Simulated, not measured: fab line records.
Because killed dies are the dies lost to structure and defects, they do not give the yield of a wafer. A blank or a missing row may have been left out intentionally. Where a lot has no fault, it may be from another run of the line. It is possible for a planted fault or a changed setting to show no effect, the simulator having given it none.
Matching of chambers    flow n5 finfet    ald sin-04 running N5_DUMMY_GATE_ALD_02: 4 sister chambers
The step deposits SiO2, target thk 2 nm, pulse time 1 s. 4 wafers are shown with their chamber, then 8 later ones without.

## WAFERS WITH THEIR CHAMBER
wafer   chamber  heater power outer w (W)
L088.1  2        255
L088.5  3        263
L088.6  0        278
L090.1  1        267

## WAFERS MISSING THEIR CHAMBER
wafer   heater power outer w (W)
L090.4  283
L090.5  273
L094.2  285
L094.3  270
L094.4  264
L097.2  262
L097.4  248
L097.5  255

## CHAMBER TAKEN BY EACH
wafer   from the rows above           in truth
L090.4  0                             0
L090.5  can't be placed: 0 or 1 or 3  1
L094.2  0                             0
L094.3  can't be placed: 1 or 3 or 0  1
L094.4  can't be placed: 3 or 1 or 2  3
L097.2  can't be placed: 3 or 1 or 2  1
L097.4  can't be placed: 2 or 3       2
L097.5  can't be placed: 2 or 3       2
Correct placement for 2 of the 8. Can't be placed from these rows: 6 (the true chamber is among the candidates in 6). Wrongly placed: 0.
How it was worked out, from the rows above alone: a wafer's distance from a chamber is the root of the sum, over the readings, of the square of ((its reading less the chamber's mean) divided by the reading's scatter). The wafer belongs to the nearest chamber; if the next one is less than 2 further off, it can't be placed. For every chamber, the mean is computed from those of its wafers that are shown. The scatter: root of mean squared gap, hidden wafer to nearest shown wafer, with one shown wafer a chamber.
